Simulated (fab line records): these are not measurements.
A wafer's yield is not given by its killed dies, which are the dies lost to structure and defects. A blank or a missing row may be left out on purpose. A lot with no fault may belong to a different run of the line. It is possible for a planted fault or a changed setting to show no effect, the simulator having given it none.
Comparing a struck lot with a sound one -- flow n5 finfet -- 35 out of 1938 route steps
Sound: these wafers, L895.1, L895.3, L895.4. Struck: wafer L905.3 (left out: L905.4, L905.6 of the same lot, which were not struck); the cause appears at the end.
Per side, at each step with rows, come the tool, then ch with its chambers, and then its first start. Under that, the readings that differ: sound wafers -- struck wafers -- difference of the means -- sigmas: that difference in standard deviations of wafers without a fault.
alike: readings with means less than 2 such deviations apart, plus words and numbers identical on both sides. not compared: withheld readings, readings lacking a value on some wafer, bounds such as >300 that could conceal the same value, and numbers that have no deviation in the record and whose values overlap.
The two part at a step that has a row with sigmas, a row that says differs or no value, or rows on one side only. Non-overlapping numbers with no deviation appear without sigmas and do not part them. A reading missing from all wafers of one side parts the sides only when that side holds two or more wafers.

N5_MOL_CONTACT_COAG_THK_MEAS_53:
  sound on film metro-02 at day 5 11:20; struck on film metro-02 at day 7 22:26
reading,sound,struck,difference,sigmas
VIA_MOL_THK (nm),43.7 44.5 44.4,42.6,-1.6,-2
then, 1 step without rows for these wafers: N5_MOL_CONTACT_COAG_ANNEAL_112 (time 1800 s).
N5_MOL_CONTACT_COAG_INSPECT_97: inspects for defects (darkfield).
  sound on defect inspect-01 at day 5 16:29; struck on defect inspect-02 at day 8 01:31
reading,sound,struck,difference,sigmas
raw defect count,41 53 39,73,+29,+2
then, 1 step without rows for these wafers: N5_BEOL_M0_SAQP_PECVD_00 (deposits SiCN from 3MS/NH3, target thk 8 nm, time 14 s).
N5_BEOL_M0_SAQP_ILD_DEP_01: deposits SiOC from DEMS/O2, target thk 45.419 nm, time 8.7 s.
  sound on pecvd-04 ch 1,2, day 5 16:50; struck on pecvd-02 ch 2, day 8 01:50
  alike: heater power w, showerhead plenum p Torr, throttle valve pct
N5_BEOL_M0_SAQP_HM_DEP_02: deposits TiN, target thk 12 nm.
  sound on pvd sputter-01 at day 5 19:38; struck on pvd sputter-02 at day 8 02:23
  alike: throttle valve pct
then, 3 steps without rows for these wafers: N5_BEOL_M0_SAQP_PECVD_03 (deposits SiCN from 3MS/NH3, target thk 12 nm, time 21.1 s); N5_BEOL_M0_SAQP_PECVD_96 (deposits a-Si from SiH4/He, target thk 45 nm, time 45.2 s); N5_BEOL_M0_SAQP_PECVD_97 (deposits SiNx from SiH4/NH3/N2, target thk 23 nm, time 19.9 s).
N5_BEOL_M0_SAQP_PECVD_04: deposits a-Si from SiH4/He, target thk 60 nm, time 60.2 s.
  sound on pecvd-03 ch 0,1,2, day 5 19:52; struck on pecvd-04 ch 1, day 8 02:37
reading,sound,struck,difference,sigmas
heater power w (W),544 535 656,687,+109,+2
  alike: showerhead plenum p Torr, throttle valve pct
N5_BEOL_M0_SAQP_THK_MEAS_05:
  sound on film metro-01 at day 5 19:58; struck on film metro-02 at day 8 02:43
  alike: thk nm
N5_BEOL_M0_SAQP_HM_DEP_111: deposits SiO2 from SiH4/N2O, target thk 12 nm, time 7.2 s.
  sound on pecvd-02 ch 0,2, day 5 20:00; struck on pecvd-02 ch 2, day 8 02:45
reading,sound,struck,difference,sigmas
model.SiO2_of_BEOL_M0_SAQP_HM_DEP_111.thk nm (nm),12 12 12.2,3.8,-8.3,
  alike: heater power w, showerhead plenum p Torr
then, 8 steps without rows for these wafers: N5_BEOL_M0_SAQP_COAT_81 (time 60 s, resist thk 100 nm); N5_BEOL_M0_SAQP_COAT_82 (time 60 s, resist thk 30 nm); N5_BEOL_M0_SAQP_COAT_08 (resist thk 90 nm); N5_BEOL_M0_SAQP_EBR_10; N5_BEOL_M0_SAQP_SOFTBAKE_09 (time 60 s); N5_BEOL_M0_SAQP_EXPOSE_11 (exposes mask M0 CORE, target cd 42 nm); N5_BEOL_M0_SAQP_PEB_12 (peb time 60 s); N5_BEOL_M0_SAQP_DEVELOP_13 (develop time 30 s).
N5_BEOL_M0_SAQP_CD_MEAS_14 targets a cd of 42.5 nm.
  sound on cd sem-03 ch 0, day 5 20:19; struck on cd sem-03 ch 0, day 8 03:12
  alike: cd nm
N5_BEOL_M0_SAQP_OVL_MEAS_15:
  sound on overlay-02 ch 0, day 5 20:21; struck on overlay-02 ch 0, day 8 03:16
  alike: M0_CORE_OVL
N5_BEOL_M0_SAQP_INSPECT_16: inspects for defects (brightfield).
  sound on defect inspect-01 at day 5 20:22; struck on defect inspect-01 at day 8 03:17
  alike: raw defect count
then, 2 steps without rows for these wafers: N5_BEOL_M0_SAQP_DESCUM_19 (chemistry O2, time 7.9 s); N5_BEOL_M0_SAQP_ETCH_83 (etches SiARC in CF4, target depth 39 nm, time 65 s).
N5_BEOL_M0_SAQP_ETCH_84: etches SOC in N2/H2, target depth 100 nm, overetch 20 nm, time 150 s.
  sound on rie diel-02 ch 0,1,2, day 5 20:32; struck on rie diel-06 ch 0, day 8 03:24
reading,sound,struck,difference,sigmas
rf hours counter h (h),45 178 134,44,-75,
  alike: drypump motor current A, oes product au, rf vpp V, showerhead plenum p Torr, throttle valve pct
then, 1 step without rows for these wafers: N5_BEOL_M0_SAQP_STRIP_80 (strips in N2/H2).
N5_BEOL_M0_SAQP_HM_OPEN_112: chemistry CHF3/O2, target SiO2, stops on a-Si, target depth 12 nm, time 13.5 s.
  sound on rie diel-02 ch 0,1,2, day 5 20:39; struck on rie diel-06 ch 0, day 8 03:31
reading,sound,struck,difference,sigmas
rf hours counter h (h),45 178 134,44,-75,
model.etch.depth nm (nm),12.09 11.93 12.27,3.821,-8.276,
  alike: drypump motor current A, oes product au, rf vpp V, showerhead plenum p Torr, throttle valve pct
then, 2 steps without rows for these wafers: N5_BEOL_M0_SAQP_STRIP_113 (strips in CHF3/O2); N5_BEOL_M0_SAQP_MANDREL_ETCH_20 (etches a-Si in HBr/Cl2, stops on SiNx, target depth 60 nm, bt time 10 s, time 30 s).
N5_BEOL_M0_SAQP_STRIP_86: strips in N2/H2.
  sound on rie diel-02 ch 0,2,3, day 5 20:54; struck on rie diel-05 ch 0, day 8 03:41
  alike: drypump motor current A, oes product au, rf vpp V, showerhead plenum p Torr, throttle valve pct
  not compared: rf hours counter h
N5_BEOL_M0_SAQP_STRIP_115: strips in post etch residue remover, time 60 s.
  sound on wet bench-01 ch 0,6,7, day 5 20:58; struck on wet bench-06 ch 7, day 8 03:46
reading,sound,struck,difference,sigmas
model.SiO2_of_BEOL_M0_SAQP_HM_DEP_111.thk nm (nm),12 11.8 12.2,3.8,-8.2,
then, 1 step without rows for these wafers: N5_BEOL_M0_SAQP_SRD_93 (time 30 s).
-- here the record skips 2 days between the struck wafers' starts before and after, leaving off in module BEOL_M0_SAQP and picking up in module BEOL_M4 (first step shown: number 1111 of the route) --
N5_BEOL_M4_RC_MEAS_101:
  sound on prober-02 ch 0, day 8 06:53; struck on prober-02 ch 0, day 10 11:17
  alike: DIBL_N, DIBL_P, IOFF_N, IOFF_P, ION_N, ION_P, SS_N, SS_P, VT_N, VT_P
then, 1 step without rows for these wafers: N5_PASSIVATION_PROBE_49.

WHERE THEY PART
Earliest at N5_MOL_CONTACT_COAG_THK_MEAS_53; latest, in this record, at N5_BEOL_M0_SAQP_PECVD_04. Later steps at which nothing parts them and some readings are alike: N5_BEOL_M0_SAQP_THK_MEAS_05, N5_BEOL_M0_SAQP_HM_DEP_111, N5_BEOL_M0_SAQP_CD_MEAS_14, N5_BEOL_M0_SAQP_OVL_MEAS_15, N5_BEOL_M0_SAQP_INSPECT_16, N5_BEOL_M0_SAQP_ETCH_84, N5_BEOL_M0_SAQP_HM_OPEN_112, N5_BEOL_M0_SAQP_STRIP_86, N5_BEOL_M4_RC_MEAS_101.

WHY: the cause the simulator had injected
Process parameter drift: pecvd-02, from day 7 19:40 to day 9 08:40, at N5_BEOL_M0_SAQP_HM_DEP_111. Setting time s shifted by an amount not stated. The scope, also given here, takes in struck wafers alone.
